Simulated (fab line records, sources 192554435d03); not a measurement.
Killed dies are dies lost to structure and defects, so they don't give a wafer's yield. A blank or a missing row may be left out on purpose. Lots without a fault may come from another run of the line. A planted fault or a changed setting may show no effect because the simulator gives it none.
Which tool did it? | flow n5_finfet | 11 lots, 30 wafers sampled, at 4 steps of a route of 1938

WHAT THE GAUGES READ, wafer by wafer
N5_MOL_CONTACT_COAG_INSPECT_57: inspects for defects (brightfield). Usual: raw_defect_count 175, standard deviation 43.
lot  | measured     | on                | raw_defect_count | flag
L754 | day 5 11:58  | defect_inspect-01 | 183 203          |
L757 | day 5 19:56  | defect_inspect-01 | 173 157 175      |
L760 | day 6 15:12  | defect_inspect-01 | 127 146 190      |
L764 | day 7 15:23  | defect_inspect-02 | 130 209 205      |
L766 | day 8 02:17  | defect_inspect-02 | 201 178          |
L767 | day 8 07:32  | defect_inspect-02 | 119 127 116      |
L770 | day 9 01:48  | defect_inspect-01 | 260 218 198      |
L771 | day 9 08:50  | defect_inspect-01 | 289 124 121      |
L772 | day 9 15:38  | defect_inspect-02 | 240 152          |
L775 | day 10 06:43 | defect_inspect-01 | 204 117 143      |
L776 | day 10 13:19 | defect_inspect-02 | 147 160 146      |

WHICH TOOL RAN EACH LOT (tool, then ch and the chambers of the sampled wafers, then the start)
lot  | N5_MOL_CONTACT_COAG_ETCH_106       | N5_MOL_CONTACT_COAG_CONTACT_ETCH_14 | N5_MOL_CONTACT_COAG_ALD_123
L754 | rie_diel-05 ch 0,3, day 4 23:01    | rie_diel-05 ch 0,3, day 4 23:07     | ald_sin-01 ch 0,1, day 5 10:55
L757 | rie_diel-05 ch 0,1,2, day 5 10:28  | rie_diel-05 ch 0,1,2, day 5 10:34   | ald_sin-03 ch 1,2,3, day 5 18:52
L760 | rie_diel-06 ch 1,3, day 6 05:11    | rie_diel-06 ch 1,3, day 6 05:17     | ald_sin-04 ch 0,3, day 6 14:16
L764 | rie_diel-06 ch 0,1,2, day 7 02:31  | rie_diel-06 ch 0,1,2, day 7 02:37   | ald_sin-01 ch 0,1, day 7 14:20
L766 | rie_diel-05 ch 2,3, day 7 16:57    | rie_diel-05 ch 2,3, day 7 17:03     | ald_sin-01 ch 1,2, day 8 01:22
L767 | rie_diel-06 ch 0,2, day 7 22:16    | rie_diel-06 ch 0,2, day 7 22:22     | ald_sin-01 ch 0,1,3, day 8 06:29
L770 | rie_diel-02 ch 0,2, day 8 15:30    | rie_diel-02 ch 0,2, day 8 15:36     | ald_sin-04 ch 0,1,2, day 9 00:44
L771 | rie_diel-05 ch 2,3, day 8 23:16    | rie_diel-05 ch 2,3, day 8 23:25     | ald_sin-04 ch 0,2,3, day 9 07:55
L772 | rie_diel-02 ch 0,1, day 9 05:50    | rie_diel-02 ch 0,1, day 9 05:56     | ald_sin-04 ch 1,3, day 9 14:34
L775 | rie_diel-05 ch 1,2,3, day 9 21:53  | rie_diel-05 ch 1,2,3, day 9 21:59   | ald_sin-04 ch 0,1,2, day 10 05:40
L776 | rie_diel-06 ch 1,2,3, day 10 04:51 | rie_diel-06 ch 1,2,3, day 10 04:57  | ald_sin-01 ch 0,2, day 10 12:22
- N5_MOL_CONTACT_COAG_ETCH_106: etches SOC in N2/H2, target depth 80 nm, overetch 16 nm, time 120 s.
- N5_MOL_CONTACT_COAG_CONTACT_ETCH_14: etches SiO2 in C4F6/O2, target depth 27.5 nm, overetch 8.5 nm, time 20 s.
- N5_MOL_CONTACT_COAG_ALD_123: deposits SiNx, target thk 5 nm, pulse time 1 s, purge time 2 s.

WHAT THE TOOLS THEMSELVES READ (means of the sampled wafers that have a number; where no wafer has one, the mark that the record gives instead)
N5_MOL_CONTACT_COAG_ETCH_106. Usual: drypump_motor_current_A 5.8 A, standard deviation 0.6; oes_product_au 0.72 a.u., standard deviation 0.079; rf_fwd_power_W 835.0 W, standard deviation 2.6; rf_vpp_V 522.7 V, standard deviation 2.3; showerhead_plenum_p_Torr 2.50 Torr, standard deviation 0.081; temp_c 40.00 C, standard deviation 0.11; throttle_valve_pct 17.8 %, standard deviation 0.36.
lot  | tool        | drypump_motor_current_A (A) | oes_product_au (a.u.) | rf_fwd_power_W (W) | rf_vpp_V (V) | showerhead_plenum_p_Torr (Torr) | temp_c (C) | throttle_valve_pct (%) | flag
L754 | rie_diel-05 | 5.5                         | 0.76                  | 835.8              | 522.4        | 2.48                            | 40.05      | 17.4                   |
L757 | rie_diel-05 | 6.3                         | 0.73                  | 836.3              | 521.8        | 2.50                            | 39.93      | 17.7                   |
L760 | rie_diel-06 | 6.3                         | 0.66                  | 836.3              | 523.8        | 2.57                            | 39.98      | 17.9                   |
L764 | rie_diel-06 | 5.7                         | 0.69                  | 835.4              | 520.9        | 2.43                            | 40.04      | 17.9                   |
L766 | rie_diel-05 | 5.8                         | 0.71                  | 837.3              | 522.5        | 2.50                            | 39.91      | 17.6                   |
L767 | rie_diel-06 | 5.4                         | 0.69                  | 832.3              | 520.9        | 2.44                            | 39.99      | 18.1                   |
L770 | rie_diel-02 | 5.8                         | 0.72                  | 837.1              | 522.0        | 2.48                            | 39.96      | 17.8                   |
L771 | rie_diel-05 | 5.5                         | 0.71                  | 837.2              | 522.3        | 2.49                            | 40.13      | 17.5                   |
L772 | rie_diel-02 | 5.3                         | 0.77                  | 836.0              | 522.2        | 2.49                            | 40.04      | 17.5                   |
L775 | rie_diel-05 | 5.9                         | 0.72                  | 836.4              | 521.6        | 2.48                            | 39.92      | 17.6                   |
L776 | rie_diel-06 | 6.2                         | 0.76                  | 836.6              | 525.7        | 2.61                            | 40.00      | 17.7                   |

N5_MOL_CONTACT_COAG_CONTACT_ETCH_14. Usual: C4F6_flow_sccm 16.00 sccm, standard deviation 0.046; drypump_motor_current_A 5.8 A, standard deviation 0.6; oes_product_au 0.68 a.u., standard deviation 0.075; rf_fwd_power_W 363.0 W, standard deviation 2.1; rf_vpp_V 691.0 V, standard deviation 2.9; showerhead_plenum_p_Torr 2.84 Torr, standard deviation 0.083; throttle_valve_pct 21.25 %, standard deviation 0.27.
lot  | tool        | C4F6_flow_sccm (sccm) | drypump_motor_current_A (A) | oes_product_au (a.u.) | rf_fwd_power_W (W) | rf_vpp_V (V) | showerhead_plenum_p_Torr (Torr) | throttle_valve_pct (%) | flag
L754 | rie_diel-05 | 16.02                 | 5.5                         | 0.73                  | 363.9              | 690.6        | 2.81                            | 20.90                  |
L757 | rie_diel-05 | 15.98                 | 6.3                         | 0.70                  | 362.6              | 690.9        | 2.82                            | 21.14                  |
L760 | rie_diel-06 | 15.97                 | 6.3                         | 0.62                  | 361.7              | 693.7        | 2.90                            | 21.33                  |
L764 | rie_diel-06 | 15.98                 | 5.7                         | 0.66                  | 360.7              | 688.1        | 2.77                            | 21.37                  |
L766 | rie_diel-05 | 16.01                 | 5.8                         | 0.67                  | 365.4              | 691.5        | 2.84                            | 21.05                  |
L767 | rie_diel-06 | 16.02                 | 5.3                         | 0.66                  | 363.3              | 689.2        | 2.77                            | 21.54                  |
L770 | rie_diel-02 | 15.94                 | 5.8                         | 0.70                  | 364.9              | 689.5        | 2.81                            | 21.28                  |
L771 | rie_diel-05 | 16.03                 | 5.5                         | 0.67                  | 365.7              | 690.6        | 2.83                            | 21.00                  |
L772 | rie_diel-02 | 16.01                 | 5.3                         | 0.73                  | 363.4              | 691.3        | 2.81                            | 20.95                  |
L775 | rie_diel-05 | 16.01                 | 6.0                         | 0.69                  | 365.8              | 690.6        | 2.83                            | 21.12                  |
L776 | rie_diel-06 | 16.00                 | 6.2                         | 0.72                  | 361.1              | 694.2        | 2.95                            | 21.22                  |

N5_MOL_CONTACT_COAG_ALD_123. Usual: heater_power_w 850 W, standard deviation 78; precursor_pulse_height_rel 0.999, standard deviation 0.019.
lot  | tool       | heater_power_w (W) | precursor_pulse_height_rel | flag
L754 | ald_sin-01 | 829                | 1.019                      |
L757 | ald_sin-03 | 800                | 1.014                      |
L760 | ald_sin-04 | 872                | 0.981                      |
L764 | ald_sin-01 | 829                | 1.005                      |
L766 | ald_sin-01 | 820                | 0.978                      |
L767 | ald_sin-01 | 847                | 0.998                      |
L770 | ald_sin-04 | 806                | 0.990                      |
L771 | ald_sin-04 | 844                | 1.019                      |
L772 | ald_sin-04 | 889                | 0.973                      |
L775 | ald_sin-04 | 818                | 1.005                      |
L776 | ald_sin-01 | 845                | 1.006                      |

THE ANSWER, worked out from the rows above alone
Rule: a lot is off if the mean of its wafers that have a number lies more than 3 standard deviations from the usual mean. A lot without any number at a reading at which 4 lots or more have one is off too. The other lots that the step has rows for count as sound. The gauges are gone through in route order, then the tools' own readings, and for those a lot's mean is taken as printed above. The first step at which some lot is off is used, and at that step the reading that is off furthest; a lot without a number counts as furthest.
No lot is off at any reading shown: from this, nothing can be told.

WHAT THE SIMULATOR HAD PUT IN
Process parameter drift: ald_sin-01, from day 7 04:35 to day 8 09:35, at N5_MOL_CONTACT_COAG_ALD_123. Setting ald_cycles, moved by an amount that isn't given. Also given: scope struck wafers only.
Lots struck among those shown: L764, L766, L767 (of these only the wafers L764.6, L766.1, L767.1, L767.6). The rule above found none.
